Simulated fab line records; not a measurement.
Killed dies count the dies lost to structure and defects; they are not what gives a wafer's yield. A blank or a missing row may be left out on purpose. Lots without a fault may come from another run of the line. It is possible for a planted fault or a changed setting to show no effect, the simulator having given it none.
A struck lot beside a sound one -- flow n5-finfet -- 16 steps out of a route of 1938
Sound: wafers L204.1, L204.3, L204.5. Struck: wafer L210.5. (L210.6 of the same lot was not struck and is left out.) The cause comes at the end.
Each step with rows lists, per side, the tool, then ch with its chambers, then its first start. Under that, the readings that differ: sound wafers -- struck wafers -- difference of the means -- sigmas: that difference in standard deviations of wafers without a fault.
alike: same words and numbers on both sides, and readings whose means sit less than 2 such deviations apart. not compared: any withheld reading, any reading some wafer has no value for, any bound like >300 that may hide the same value, and any number with overlapping values for which the record gives no deviation.
The two part at a step that has a row with sigmas, a row that says differs or no value, or rows on one side only. Non-overlapping numbers with no deviation appear without sigmas and do not part them. A reading that every wafer of one side lacks parts them only if that side has two wafers or more.

N5_WELL_APT_OVL_MEAS_09:
  sound on overlay-02 ch 0, day 2 13:55; struck on overlay-01 ch 0, day 4 01:50
  alike: NWELL_OVL
N5_WELL_APT_INSPECT_10: inspects for defects (macro).
  sound: defect-inspect-02 at day 2 13:56; struck: defect-inspect-01 at day 4 01:52
  alike: raw-defect-count
N5_WELL_APT_DESCUM_13: chemistry O2, time 7.9 s.
  sound on rie-diel-04 ch 0,2, day 2 13:59; struck on rie-diel-04 ch 2, day 4 01:56
  alike: drypump-motor-current-A, oes-product-au, rf-vpp-V, showerhead-plenum-p-Torr, throttle-valve-pct
  not compared: rf-hours-counter-h
then, 9 steps without rows for these wafers: N5_WELL_APT_IMPLANT_14; N5_WELL_APT_IMPLANT_15; N5_WELL_APT_STRIP_16 (strips in SPM, time 900 s); N5_WELL_APT_HMDS_18 (time 60 s); N5_WELL_APT_COAT_19 (resist thk 950 nm); N5_WELL_APT_EBR_21; N5_WELL_APT_SOFTBAKE_20 (time 60 s); N5_WELL_APT_EXPOSE_22 (exposes mask PWELL, defocus 0 nm, target cd 200 nm); N5_WELL_APT_PEB_23 (peb time 90 s).
N5_WELL_APT_DEVELOP_24: develop time 45 s.
  sound on litho-track-05 ch 0, day 2 15:02; struck on litho-track-02 ch 0, day 4 02:49
  not compared: model.WELL_APT.cd-nm
then, 1 step without rows for these wafers: N5_WELL_APT_HARDBAKE_29 (time 120 s).
-- record jumps: 7 days separate the struck wafers' starts on either side; left off in module WELL_APT, taken up again in module BEOL_M4, whose first shown step is the route's number 1111 --
N5_BEOL_M4_RC_MEAS_101:
  sound on prober-01 ch 0, day 8 17:49; struck on prober-02 ch 0, day 11 06:16
  alike: DIBL_N, DIBL_P, IOFF_N, IOFF_P, ION_N, ION_P, SS_N, SS_P, VT_N, VT_P
-- record jumps: 5 days separate the struck wafers' starts on either side; left off in module BEOL_M4, taken up again in module PASSIVATION, whose first shown step is the route's number 1936 --
N5_PASSIVATION_PROBE_49:
  sound: prober-01 at day 12 11:48; struck: prober-01 at day 16 11:46
reading,sound,struck,difference,sigmas
killed_at_M0_to_M3,43 40 40,19,-22,-2
  alike: defect-limited-yield, killed_at_M4_up, killed-at-contacts, killed-at-front-end, killed-at-other, killed-dies, killed-on-rim, killed-open, killed-short, sort_bin_5_function, sort_bin_6_memory, sort-n-pass, sort-yield-pct

== WHERE THEY PART ==
N5_PASSIVATION_PROBE_49 only, going by this record.

WHY: what had been put in by the simulator
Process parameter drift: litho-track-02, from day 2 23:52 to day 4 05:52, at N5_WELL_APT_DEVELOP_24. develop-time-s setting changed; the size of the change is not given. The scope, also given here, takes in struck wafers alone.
